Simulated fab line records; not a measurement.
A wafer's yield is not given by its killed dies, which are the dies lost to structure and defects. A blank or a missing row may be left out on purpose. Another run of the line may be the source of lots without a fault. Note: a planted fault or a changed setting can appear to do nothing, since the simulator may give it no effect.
fab line records	flow n5-finfet
record: lots: 9	wafers: 27	last-day: 17
route steps=1938 shown FIN_CUT@167 BEOL_M4@1111 PASSIVATION@1936
lots that met no fault: taken from a fault-free run of the same line
start-h: hours from the record's opening day to when the first of the lot's shown wafers began	wait-h: how many hours have passed since the lot's step before this one	" identical to the entry in the row above	L1.1+2: several wafers, shown together as one row	- no value, or no start given	* or withheld: withheld	< > ~ a bound
route shown NAME@n: NAME is a module with steps in the file, n the number in the route of the first one	usual: mean/standard deviation of fault-free wafers	same: alike in all rows	chamber/n: place in a boat	sites: the reading at each site	_std_site: standard deviation across them	_edge_site: outer sites' mean less inner sites'	radius-mm: for every site, how far away it sits from the centre of the wafer	mask NAME#n: copy n	behind: the last tool/chamber to shape the wafer	hold: why the lot was held/for how many hours/how that ended	device: names the non-switching transistor (n, p or np)	end of line: the route-end tests of the same wafers	a step given without rows: its recipe and nothing more	killed: dies lost to structure and defects at the first sort, not the wafer's yield	map: a wafer's dies, x killed, . not, _ none there
set.NAME: the setting as run; set.NAME@STEP: as run at that earlier step	model.NAME: the simulator's own value behind a step, which no gauge read
steps of the route over a sample of lots; a table a step, a row a wafer
services: when a tool's chamber went out of use (start-h, in hours from the record's first day, below 0 if earlier), for how many hours, and the reason
== steps ==
step: N5_FIN_CUT_ETCH_30
recipe: chemistry: N2/H2	target: underlayer	target-depth-a: 130	mask-material: CAR-EUV	time-s: 10.4	ion-energy-ev: 200	pressure-mtorr: 30	source-w: 840	bias-w: 150	n2-flow-sccm: 200	h2-flow-sccm: 200	ends: cleared
usual: bias-w: 150.1/0.44	chamber-pressure-mTorr: 30.002/0.028	drypump-motor-current-A: 5.7/0.42	etch-rf-on-time-s: 10.39/0.26	oes-product-au: 0.67/0.065	rf-fwd-power-W: 818.9/2.5	rf-vpp-V: 523.8/2.8	showerhead-plenum-p-Torr: 2.54/0.094	throttle-valve-pct: 17.91/0.19
lot.wafer	tool	chamber	start-h	wait-h	bias-w	chamber-pressure-mTorr	drypump-motor-current-A	etch-rf-on-time-s	oes-product-au	rf-fwd-power-W	rf-hours-counter-h	rf-vpp-V	showerhead-plenum-p-Torr	throttle-valve-pct
L804.2	rie-diel-03	1	33.75	0.0	149.6	30.007	5.8	9.93	0.62	819.2	215	526.2	2.64	18.21
L804.3	"	0	"	"	149.0	29.946	5.4	10.36	0.66	826.3	136	523.8	2.55	18.22
L804.5	"	3	"	"	150.4	30.022	6.3	10.39	0.75	816.2	-	529.2	2.69	17.71
L809.2	rie-diel-02	0	63.04	0.0	149.8	30.041	5.0	10.31	0.70	815.9	108	518.5	2.38	17.95
L809.4	"	1	"	"	150.7	29.971	5.2	10.82	0.57	823.1	246	523.1	2.50	17.93
L809.5	"	1	"	"	150.5	30.022	5.2	10.84	0.57	822.8	-	524.3	2.50	17.91
L814.1	rie-diel-03	0	94.70	0.0	149.5	29.997	5.4	10.26	0.64	820.4	158	523.0	2.54	18.28
L814.4	"	2	"	"	149.8	30.003	5.7	10.16	0.77	818.7	29	526.0	2.59	17.76
L814.5	"	3	"	"	149.8	29.995	6.3	10.35	0.73	821.2	-	526.9	2.68	17.74
L815.1	rie-diel-02	0	101.81	0.0	150.9	30.012	5.0	10.23	0.68	820.0	126	519.7	2.37	17.98
L815.4	"	3	"	"	149.8	30.021	5.5	10.39	0.64	818.8	138	524.9	2.54	17.78
L815.6	"	2	"	"	150.4	29.983	5.8	10.48	0.60	820.6	-	523.9	2.53	17.82
L816.1	rie-diel-02	3	106.69	0.0	150.4	29.973	5.5	10.38	0.64	820.5	138	523.7	2.54	17.78
L816.2	"	1	"	"	150.8	30.031	5.2	10.22	0.82	822.7	4	522.9	2.50	17.53
L816.3	"	0	"	"	150.0	29.975	5.0	10.28	0.68	813.9	127	516.6	2.37	17.98
L818.4	rie-diel-02	2	117.37	0.0	149.8	30.004	5.8	10.43	0.60	822.4	205	524.3	2.53	17.85
L818.5	"	0	"	"	150.2	29.998	5.0	10.25	0.68	819.1	-	518.3	2.37	17.98
L818.6	"	3	"	"	149.6	30.014	5.5	10.41	0.64	819.0	-	524.5	2.54	17.77
L821.1	rie-diel-02	3	139.40	0.0	150.5	30.006	5.4	10.41	0.64	816.5	148	525.3	2.54	17.79
L821.4	"	1	"	"	150.0	30.034	5.2	10.39	0.78	821.0	13	523.0	2.49	17.54
L821.5	"	0	"	"	150.3	30.057	5.0	10.39	0.67	816.6	-	519.6	2.36	17.99
L823.2	rie-diel-03	2	149.98	0.0	149.5	29.995	5.7	10.40	0.74	819.1	45	525.2	2.59	17.81
L823.3	"	3	"	"	150.2	29.969	6.3	10.53	0.70	819.7	91	526.6	2.67	17.76
L823.6	"	3	"	"	149.4	30.023	6.3	10.51	0.71	818.4	-	528.9	2.67	17.79
L826.2	rie-diel-03	3	165.60	0.0	150.3	29.994	6.3	10.56	0.69	817.4	97	527.9	2.67	17.79
L826.3	"	2	"	"	150.3	29.934	5.7	10.49	0.72	822.9	52	524.8	2.58	17.81
L826.5	"	0	"	"	150.4	30.011	5.4	10.54	0.62	819.7	-	523.9	2.53	18.30
step: N5_FIN_CUT_CUT_ETCH_26
recipe: chemistry: CH3F/O2	target: SiNx	target-depth-a: 390	mask-material: SOC	time-s: 55.7	pressure-mtorr: 30	source-w: 395	bias-w: 73	Ar_flow_sccm: 150	CH3F_flow_sccm: 30	O2_flow_sccm: 20	ion-energy-ev: 120
usual: CH3F_flow_sccm: 29.99/0.093	O2_flow_sccm: 20.01/0.062	drypump-motor-current-A: 5.7/0.42	mfc-ar-sccm: 150.0/0.44	oes-product-au: 0.78/0.075	rf-fwd-power-W: 390.8/1.7	rf-vpp-V: 296/5.1	showerhead-plenum-p-Torr: 2.00/0.075	throttle-valve-pct: 16.43/0.19
same: time-s: 55.7
lot.wafer	tool	chamber	start-h	wait-h	CH3F_flow_sccm	O2_flow_sccm	drypump-motor-current-A	mfc-ar-sccm	oes-product-au	rf-fwd-power-W	rf-hours-counter-h	rf-vpp-V	showerhead-plenum-p-Torr	throttle-valve-pct
L804.2	rie-diel-03	1	34.15	0.0	29.97	19.90	5.8	149.4	0.72	390.9	216	295	2.07	16.60
L804.3	"	0	"	"	29.97	20.00	5.4	150.7	0.77	392.0	136	298	2.01	16.68
L804.5	"	3	"	"	30.11	19.97	6.3	149.9	0.87	389.6	-	289	2.13	16.37
L809.2	rie-diel-02	0	63.44	0.0	29.93	19.98	5.0	149.6	0.82	390.8	109	291	1.86	16.43
L809.4	"	1	"	"	30.00	20.00	5.2	150.5	0.66	388.4	246	293	1.97	16.38
L809.5	"	1	"	"	29.98	20.15	5.2	149.6	0.66	388.2	-	292	1.97	16.39
L814.1	rie-diel-03	0	95.10	0.0	29.91	19.86	5.4	149.3	0.75	393.9	159	297	2.00	16.72
L814.4	"	2	"	"	29.92	19.92	5.7	150.6	0.90	391.1	30	294	2.03	16.25
L814.5	"	3	"	"	29.77	20.03	6.3	150.1	0.84	390.5	-	290	2.12	16.44
L815.1	rie-diel-02	0	102.21	0.0	30.09	20.01	5.0	149.4	0.81	388.8	126	290	1.85	16.47
L815.4	"	3	"	"	30.05	19.97	5.5	149.5	0.76	390.9	138	308	2.00	16.35
L815.6	"	2	"	"	30.02	20.10	5.7	150.1	0.70	393.6	-	300	1.99	16.31
L816.1	rie-diel-02	3	107.09	0.0	29.84	20.03	5.5	149.7	0.76	391.0	138	308	2.00	16.36
L816.2	"	1	"	"	30.06	19.98	5.2	149.7	0.97	390.4	5	292	1.97	15.93
L816.3	"	0	"	"	29.90	19.95	5.0	149.6	0.81	391.3	127	292	1.85	16.45
L818.4	rie-diel-02	2	117.78	0.0	30.03	20.01	5.8	150.2	0.70	393.0	205	303	1.99	16.34
L818.5	"	0	"	"	30.06	20.02	5.0	150.2	0.80	389.0	-	290	1.85	16.46
L818.6	"	3	"	"	30.13	19.98	5.5	149.5	0.75	391.1	-	307	2.00	16.33
L821.1	rie-diel-02	3	139.80	0.0	29.99	19.93	5.4	149.2	0.75	391.1	148	308	2.00	16.36
L821.4	"	1	"	"	29.99	20.02	5.2	149.6	0.93	389.5	13	294	1.96	15.94
L821.5	"	0	"	"	30.09	20.06	5.0	150.2	0.79	386.9	-	292	1.85	16.49
L823.2	rie-diel-03	2	150.38	0.0	29.97	19.97	5.7	149.9	0.87	391.1	45	293	2.03	16.30
L823.3	"	3	"	"	30.14	19.98	6.2	149.8	0.83	388.9	91	290	2.12	16.46
L823.6	"	3	"	"	30.20	19.97	6.2	149.5	0.82	389.9	-	289	2.12	16.46
L826.2	rie-diel-03	3	166.00	0.0	30.07	20.03	6.3	150.2	0.80	390.3	98	289	2.12	16.45
L826.3	"	2	"	"	30.02	20.03	5.7	150.5	0.85	392.1	52	293	2.03	16.29
L826.5	"	0	"	"	30.12	19.89	5.4	150.1	0.72	392.6	-	297	2.00	16.78
step: N5_FIN_CUT_CUT_ETCH_27
recipe: chemistry: CHF3/O2	target: SiO2	target-depth-a: 40	mask-material: SOC	overetch-a: 20	time-s: 4.9	pressure-mtorr: 30	source-w: 650	bias-w: 170	Ar_flow_sccm: 200	CHF3_flow_sccm: 50	O2_flow_sccm: 5	ion-energy-ev: 200
usual: CHF3_flow_sccm: 49.99/0.16	O2_flow_sccm: 5.000/0.015	drypump-motor-current-A: 5.7/0.42	mfc-ar-sccm: 200.0/0.61	oes-product-au: 0.62/0.056	rf-fwd-power-W: 643/3.1	rf-vpp-V: 521/9	showerhead-plenum-p-Torr: 2.41/0.087	throttle-valve-pct: 18.89/0.19	time-s: 4.9/0
lot.wafer	tool	chamber	start-h	wait-h	CHF3_flow_sccm	O2_flow_sccm	drypump-motor-current-A	mfc-ar-sccm	oes-product-au	rf-fwd-power-W	rf-hours-counter-h	rf-vpp-V	showerhead-plenum-p-Torr	throttle-valve-pct	time-s
L804.2	rie-diel-03	1	34.20	0.0	50.07	4.991	5.8	200.4	0.56	641	216	518	2.49	19.06	4.9
L804.3	"	0	"	"	49.69	4.983	5.4	200.4	0.60	651	136	524	2.42	19.16	4.9
L804.5	"	3	"	"	50.02	5.008	6.3	199.6	0.69	638	-	511	2.56	18.86	4.9
L809.2	rie-diel-02	0	63.49	0.0	49.97	5.017	5.0	199.5	0.65	641	109	510	2.24	18.86	4.9
L809.4	"	1	"	"	49.89	4.990	5.2	200.6	0.54	640	246	518	2.37	18.80	4.9
L809.5	"	1	"	"	50.11	4.988	5.2	199.7	0.54	640	-	516	2.37	18.81	4.9
L814.1	rie-diel-03	0	95.14	0.0	-	-	-	-	-	-	-	-	-	-	-
L814.4	"	2	"	"	-	-	-	-	-	-	-	-	-	-	-
L814.5	"	3	"	"	-	-	-	-	-	-	-	-	-	-	-
L815.1	rie-diel-02	0	102.26	0.0	-	-	-	-	-	-	-	-	-	-	-
L815.4	"	3	"	"	-	-	-	-	-	-	-	-	-	-	-
L815.6	"	2	"	"	-	-	-	-	-	-	-	-	-	-	-
L816.1	rie-diel-02	3	107.14	0.0	-	-	-	-	-	-	-	-	-	-	-
L816.2	"	1	"	"	-	-	-	-	-	-	-	-	-	-	-
L816.3	"	0	"	"	-	-	-	-	-	-	-	-	-	-	-
L818.4	rie-diel-02	2	117.82	0.0	50.06	4.984	5.7	199.1	0.56	647	205	532	2.39	18.74	4.9
L818.5	"	0	"	"	49.99	4.990	5.0	200.7	0.63	640	-	512	2.24	18.91	4.9
L818.6	"	3	"	"	50.20	5.006	5.5	200.7	0.59	644	-	540	2.41	18.82	4.9
L821.1	rie-diel-02	3	139.84	0.0	49.76	4.980	5.4	199.3	0.59	644	148	542	2.41	18.81	4.9
L821.4	"	1	"	"	50.28	4.985	5.2	199.5	0.72	638	13	516	2.37	18.42	4.9
L821.5	"	0	"	"	50.15	4.991	5.0	200.3	0.62	639	-	511	2.23	18.92	4.9
L823.2	rie-diel-03	2	150.43	0.0	50.14	5.015	5.7	200.5	0.68	645	45	515	2.44	18.76	4.9
L823.3	"	3	"	"	49.70	5.017	6.3	201.1	0.65	639	91	510	2.55	18.92	4.9
L823.6	"	3	"	"	49.84	5.020	6.3	200.2	0.65	641	-	511	2.55	18.92	4.9
L826.2	rie-diel-03	3	166.05	0.0	50.29	4.994	6.3	199.6	0.65	642	98	511	2.54	18.94	4.9
L826.3	"	2	"	"	50.12	4.998	5.7	200.5	0.68	644	52	517	2.44	18.76	4.9
L826.5	"	0	"	"	50.15	5.001	5.4	200.1	0.58	650	-	523	2.40	19.24	4.9
step: N5_FIN_CUT_PRECLEAN_35
recipe: time-s: 13.3	temp-c: 45	pressure-torr: 125	p-hf-torr: 3	p-coreactant-torr: 25	chemistry: vHF
usual: drypump-motor-current-A: 5.9/0.33	pressure-torr: 124.99/0.26
same: time-s: 13.3
lot.wafer	tool	chamber	start-h	wait-h	drypump-motor-current-A	pressure-torr
L804.2	vapor-etch-01	1	34.27	0.1	5.7	125.40
L804.3	"	0	"	"	5.8	124.81
L804.5	"	1	"	"	5.7	125.11
L809.2	vapor-etch-01	1	63.56	0.0	5.7	125.01
L809.4	"	0	"	"	5.8	124.73
L809.5	"	1	"	"	5.7	125.18
L814.1	vapor-etch-01	1	95.21	0.0	5.7	124.89
L814.4	"	1	"	"	5.7	124.47
L814.5	"	0	"	"	5.8	124.92
L815.1	vapor-etch-02	1	102.32	0.0	6.4	125.38
L815.4	"	1	"	"	6.4	125.25
L815.6	"	0	"	"	5.6	124.97
L816.1	vapor-etch-01	1	107.20	0.0	5.7	124.78
L816.2	"	0	"	"	5.7	124.91
L816.3	"	1	"	"	5.7	124.86
L818.4	vapor-etch-01	0	117.91	0.1	5.7	124.92
L818.5	"	0	"	"	5.7	124.59
L818.6	"	1	"	"	5.7	124.48
L821.1	vapor-etch-01	1	139.91	0.0	5.7	125.00
L821.4	"	0	"	"	5.7	125.37
L821.5	"	1	"	"	5.7	124.87
L823.2	vapor-etch-01	1	150.50	0.0	5.7	125.44
L823.3	"	0	"	"	5.7	125.50
L823.6	"	1	"	"	5.7	125.33
L826.2	vapor-etch-01	0	166.11	0.0	5.8	124.71
L826.3	"	0	"	"	5.8	124.58
L826.5	"	1	"	"	5.7	124.60
step: N5_BEOL_M4_RC_MEAS_101
usual: DIBL_N: 36.0/1.7	DIBL_P: 36.2/2.3	IOFF_N: 0.16/0.03	IOFF_P: 0.21/0.036	ION_N: 679/11	ION_P: 465/7.1	SS_N: 71.4/0.58	SS_P: 73.3/0.75	VT_N: 249/3.1	VT_P: -251/3.5
lot.wafer	tool	chamber	start-h	wait-h	DIBL_N[mV/V]	DIBL_P[mV/V]	IOFF_N[nA/um]	IOFF_P[nA/um]	ION_N[uA/um]	ION_P[uA/um]	SS_N[mV/dec]	SS_P[mV/dec]	VT_N[mV]	VT_P[mV]
L804.2	prober-01	0	189.24	0.2	33.9	33.3	0.14	0.19	673	461	71.0	73.1	248	-250
L804.3	"	0	"	"	32.7	31.5	0.12	0.17	665	459	70.9	72.2	252	-253
L804.5	"	0	"	"	35.4	35.5	0.15	0.21	683	467	70.4	72.8	249	-249
L809.2	prober-02	0	207.27	0.5	36.0	36.1	0.16	0.22	680	466	71.1	73.6	250	-249
L809.4	"	0	"	"	36.5	37.2	0.17	0.23	685	469	71.6	73.7	247	-246
L809.5	"	0	"	"	37.4	38.2	0.18	0.25	682	469	72.0	74.6	248	-248
L818.4	prober-01	0	259.43	0.5	33.6	34.0	0.16	0.19	687	461	71.4	73.0	249	-254
L818.5	"	0	"	"	35.7	35.9	0.18	0.20	697	464	71.6	73.0	247	-250
L818.6	"	0	"	"	35.5	35.8	0.18	0.21	695	463	71.7	73.6	246	-250
L821.1	prober-02	0	280.22	0.0	39.7	41.2	0.23	0.28	703	477	72.0	73.9	244	-247
L821.4	"	0	"	"	36.6	37.7	0.15	0.22	672	469	71.9	73.8	249	-250
L821.5	"	0	"	"	36.5	37.4	0.15	0.20	681	469	71.9	72.5	249	-250
L823.2	prober-02	0	306.69	0.2	36.4	37.7	0.16	0.22	681	469	71.8	73.6	249	-251
L823.3	"	0	"	"	37.2	38.2	0.18	0.23	680	464	71.8	74.4	249	-252
L823.6	"	0	"	"	38.1	39.5	0.20	0.25	699	476	71.8	74.7	245	-249
L826.2	prober-01	0	316.38	0.2	37.0	37.6	0.16	0.22	687	469	71.7	73.4	250	-251
L826.3	"	0	"	"	36.6	37.2	0.17	0.22	683	462	71.3	73.8	247	-252
L826.5	"	0	"	"	38.6	39.7	0.20	0.27	688	470	72.0	74.9	245	-249
step: N5_PASSIVATION_PROBE_49
usual: killed_at_M0_to_M3: 31/11	killed_at_M4_up: 14/5.1	killed-at-contacts: 12/5.6	killed-at-front-end: 42/12	killed-at-other: 3.8/2.9	killed-dies: 103/18	killed-on-rim: 14/4.5	killed-open: 67/14	killed-short: 33/8
same: gross-dies: 1180	killed-at-back-side: 0
lot.wafer	tool	chamber	start-h	wait-h	killed_at_M0_to_M3	killed_at_M4_up	killed-at-contacts	killed-at-front-end	killed-at-other	killed-dies	killed-on-rim	killed-open	killed-short
L815.1	prober-01	-	364.25	0.0	28	16	20	1114	2	1180	152	72	45
L815.4	prober-01	-	364.40	0.2	18	21	16	1124	1	1180	152	62	33
L815.6	prober-01	-	364.50	0.3	24	13	10	1130	3	1180	152	60	35
L814.1	prober-01	-	364.64	0.0	26	9	13	1126	6	1180	152	53	31
L814.4	prober-01	-	364.79	0.2	40	14	7	1108	11	1180	152	73	40
L814.5	prober-01	-	364.84	0.2	26	14	16	1116	8	1180	152	57	37
L818.4	prober-01	-	368.49	0.2	34	12	6	44	12	108	19	66	42
L818.5	prober-01	-	368.54	0.2	20	17	16	41	2	96	11	77	19
L818.6	prober-01	-	368.59	0.3	32	17	9	34	8	100	13	69	31
L816.1	prober-02	-	374.03	0.0	32	11	12	1117	8	1180	152	82	45
L816.2	prober-02	-	374.08	0.1	23	10	17	1125	5	1180	152	82	45
L816.3	prober-02	-	374.13	0.1	27	6	6	1133	8	1180	152	85	26
L821.1	prober-01	-	384.76	0.0	32	8	16	28	2	86	11	56	28
L821.4	prober-01	-	384.91	0.2	40	10	5	37	6	98	17	58	34
L821.5	prober-01	-	384.96	0.2	26	14	11	20	2	73	6	46	27
L823.2	prober-01	-	407.40	0.1	52	19	26	55	4	156	17	106	48
L823.3	prober-01	-	407.45	0.1	22	17	30	47	12	128	20	76	49
L823.6	prober-01	-	407.60	0.3	38	14	23	37	3	115	12	85	29
killed by level:class
L815.1 FIN_CUT:area-etch=1062 MOL_CONTACT_COAG:geometric-particle:open=18 STI_FIN_REVEAL:geometric-particle:open=12 GATE_CUT:geometric-particle:open=11 GATE_CUT:geometric-particle:short=8 BEOL_M0_SAQP:geometric-particle:short=7 BEOL_M2:geometric-particle:short=7 FIN_SAQP:geometric-particle:short=6
L815.4 FIN_CUT:area-etch=1084 FIN_SAQP:geometric-particle:open=14 MOL_CONTACT_COAG:geometric-particle:open=14 FIN_SAQP:geometric-particle:short=6 GATE_CUT:geometric-particle:short=6 BEOL_M4:geometric-particle:open=5 BEOL_M1:geometric-particle:open=4 BEOL_M2:geometric-particle:short=4
L815.6 FIN_CUT:area-etch=1085 STI_FIN_REVEAL:geometric-particle:open=17 MOL_CONTACT_COAG:geometric-particle:open=7 FIN_SAQP:geometric-particle:open=5 BEOL_M1:geometric-particle:short=5 FIN_SAQP:geometric-particle:short=4 BEOL_M3:geometric-particle:open=4 BEOL_M4:geometric-particle:open=4
L814.1 FIN_CUT:area-etch=1094 MOL_CONTACT_COAG:geometric-particle:open=9 FIN_SAQP:geometric-particle:short=6 BEOL_M3:geometric-particle:open=6 GATE_CUT:geometric-particle:short=5 STI_FIN_REVEAL:geometric-particle:open=5 BEOL_M0_SAQP:geometric-particle:open=5 BEOL_M2:geometric-particle:open=5
L814.4 FIN_CUT:area-etch=1066 BEOL_M3:geometric-particle:open=11 STI_FIN_REVEAL:geometric-particle:open=10 BEOL_M0_SAQP:geometric-particle:open=9 BEOL_M0_SAQP:geometric-particle:short=9 FIN_SAQP:geometric-particle:short=8 BEOL_M2:geometric-particle:open=7 FIN_SAQP:geometric-particle:open=5
L814.5 FIN_CUT:area-etch=1085 MOL_CONTACT_COAG:geometric-particle:open=12 FIN_SAQP:geometric-particle:open=7 BEOL_M3:geometric-particle:open=7 DUMMY_GATE:geometric-particle:open=6 BEOL_M0_SAQP:geometric-particle:open=6 BEOL_M2:geometric-particle:short=6 FIN_SAQP:geometric-particle:short=5
L818.4 STI_FIN_REVEAL:geometric-particle:open=16 BEOL_M0_SAQP:geometric-particle:short=12 BEOL_M2:geometric-particle:open=8 FIN_SAQP:geometric-particle:open=6 BEOL_M0_SAQP:geometric-particle:open=6 BEOL_M1:geometric-particle:open=6 FIN_SAQP:geometric-particle:short=5 MOL_CONTACT_COAG:geometric-particle:open=5
L818.5 STI_FIN_REVEAL:geometric-particle:open=16 MOL_CONTACT_COAG:geometric-particle:open=15 FIN_SAQP:geometric-particle:open=10 BEOL_M4:geometric-particle:open=9 BEOL_M0_SAQP:geometric-particle:open=5 BEOL_M5:geometric-particle:open=5 FIN_SAQP:geometric-particle:short=4 BEOL_M1:geometric-particle:open=4
L818.6 BEOL_M1:geometric-particle:open=12 FIN_SAQP:geometric-particle:open=10 STI_FIN_REVEAL:geometric-particle:open=10 BEOL_M4:geometric-particle:open=9 MOL_CONTACT_COAG:geometric-particle:open=6 BEOL_M0_SAQP:geometric-particle:short=6 BEOL_M0_SAQP:geometric-particle:open=5 BEOL_M1:geometric-particle:short=5
L816.1 FIN_CUT:area-etch=1053 FIN_SAQP:geometric-particle:open=16 STI_FIN_REVEAL:geometric-particle:open=15 FIN_SAQP:geometric-particle:short=10 MOL_CONTACT_COAG:geometric-particle:open=9 BEOL_M1:geometric-particle:open=7 BEOL_M0_SAQP:geometric-particle:short=6 BEOL_M0_SAQP:geometric-particle:open=6
L816.2 FIN_CUT:area-etch=1052 FIN_SAQP:geometric-particle:open=29 FIN_SAQP:geometric-particle:short=13 STI_FIN_REVEAL:geometric-particle:open=10 MOL_CONTACT_COAG:geometric-particle:open=9 MOL_CONTACT_COAG:geometric-particle:short=8 DUMMY_GATE:geometric-particle:open=6 BEOL_M1:geometric-particle:open=6
L816.3 FIN_CUT:area-etch=1069 STI_FIN_REVEAL:geometric-particle:open=29 FIN_SAQP:geometric-particle:open=16 BEOL_M1:geometric-particle:open=9 FIN_SAQP:geometric-particle:short=7 MOL_CONTACT_COAG:geometric-particle:open=6 BEOL_M0_SAQP:geometric-particle:open=6 BEOL_M0_SAQP:geometric-particle:short=4
L821.1 MOL_CONTACT_COAG:geometric-particle:open=12 STI_FIN_REVEAL:geometric-particle:open=9 BEOL_M0_SAQP:geometric-particle:open=9 BEOL_M0_SAQP:geometric-particle:short=6 BEOL_M1:geometric-particle:short=5 GATE_CUT:geometric-particle:short=4 MOL_CONTACT_COAG:geometric-particle:short=4 BEOL_M2:geometric-particle:open=4
L821.4 BEOL_M1:geometric-particle:open=9 STI_FIN_REVEAL:geometric-particle:open=8 BEOL_M1:geometric-particle:short=8 BEOL_M0_SAQP:geometric-particle:short=7 BEOL_M0_SAQP:geometric-particle:open=7 BEOL_M4:geometric-particle:open=6 HKMG_FIN:area-etch=6 GATE_CUT:geometric-particle:short=5
L821.5 MOL_CONTACT_COAG:geometric-particle:open=8 BEOL_M1:geometric-particle:open=7 STARTING-WAFER:geometric-particle:open=5 BEOL_M3:geometric-particle:open=4 STARTING-WAFER:geometric-particle:short=4 DUMMY_GATE:geometric-particle:short=3 MOL_CONTACT_COAG:geometric-particle:short=3 BEOL_M0_SAQP:geometric-particle:open=3
L823.2 FIN_SAQP:geometric-particle:open=21 MOL_CONTACT_COAG:geometric-particle:open=20 FIN_SAQP:geometric-particle:short=14 BEOL_M4:geometric-particle:open=14 BEOL_M2:geometric-particle:open=11 BEOL_M3:geometric-particle:open=11 BEOL_M0_SAQP:geometric-particle:open=8 BEOL_M2:geometric-particle:short=8
L823.3 MOL_CONTACT_COAG:geometric-particle:open=18 FIN_SAQP:geometric-particle:short=14 FIN_SAQP:geometric-particle:open=13 MOL_CONTACT_COAG:geometric-particle:short=12 PAD_METAL:geometric-particle:open=7 GATE_CUT:geometric-particle:short=6 BEOL_M3:geometric-particle:open=6 BEOL_M1:geometric-particle:open=5
L823.6 MOL_CONTACT_COAG:geometric-particle:open=20 BEOL_M2:geometric-particle:open=14 FIN_SAQP:geometric-particle:open=13 FIN_SAQP:geometric-particle:short=13 BEOL_M3:geometric-particle:open=8 BEOL_M1:geometric-particle:open=7 BEOL_M4:geometric-particle:open=5 BEOL_M0_SAQP:geometric-particle:open=4
== services ==
tool	chamber	start-h	hours	kind
rie-diel-02	3	27.58	6.2	repair
rie-diel-03	2	32.31	2.2	repair
rie-diel-02	1	73.75	-	clean
rie-diel-02	1	73.75	-	consumable-replace:focus-ring
rie-diel-02	1	73.75	19.5	scheduled-down
rie-diel-02	1	73.75	19.5	vent-cycle
rie-diel-02	-	102.59	2.8	pm
vapor-etch-02	-	137.77	0.8	repair
rie-diel-03	1	144.94	3.3	repair
rie-diel-03	1	148.25	-	clean
rie-diel-03	1	148.25	-	consumable-replace:esc
rie-diel-03	1	148.25	-	consumable-replace:focus-ring
rie-diel-03	1	148.25	23.6	scheduled-down
rie-diel-03	1	148.25	23.6	vent-cycle
== key ==
first-sign: step: N5_FIN_CUT_CUT_ETCH_27	reading: tool-record	direction: missing
effect: step: N5_PASSIVATION_PROBE_49	reading: killed-at-front-end	direction: up	sigmas: 88	usual: 42	struck: 1121
more-kills-born-at: N5_FIN_CUT_CUT_ETCH_27@rie-diel-02: 6404	N5_FIN_CUT_CUT_ETCH_27@rie-diel-03: 3245
met-at N5_FIN_CUT_CUT_ETCH_27
struck-lots L814,L815,L816
later-rows-left-out L814.1,L814.4,L814.5,L815.1,L815.4,L815.6,L816.1,L816.2,L816.3
tester-left-out L814,L815,L816
not-acting-at N5_FIN_CUT_ETCH_30,N5_FIN_CUT_CUT_ETCH_26,N5_FIN_CUT_PRECLEAN_35
onset-between 63.49 95.14
fault: kind: skipped-step-whole	tool: rie-diel-02,rie-diel-03	chamber: -	onset-h: 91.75	steps: N5_FIN_CUT_CUT_ETCH_27	scope: struck-lots-only
tester-left-out: of these lots the tester's yield and bins aren't shown, on N5 and GAA mostly nor the transistor test; their killed dies are dies lost to structure and defects alone, not to doping, threshold or leakage, so they don't give the yield
later-rows-left-out: the simulator's readings of these wafers behind a module that went badly wrong aren't trusted and aren't shown, but for the sort
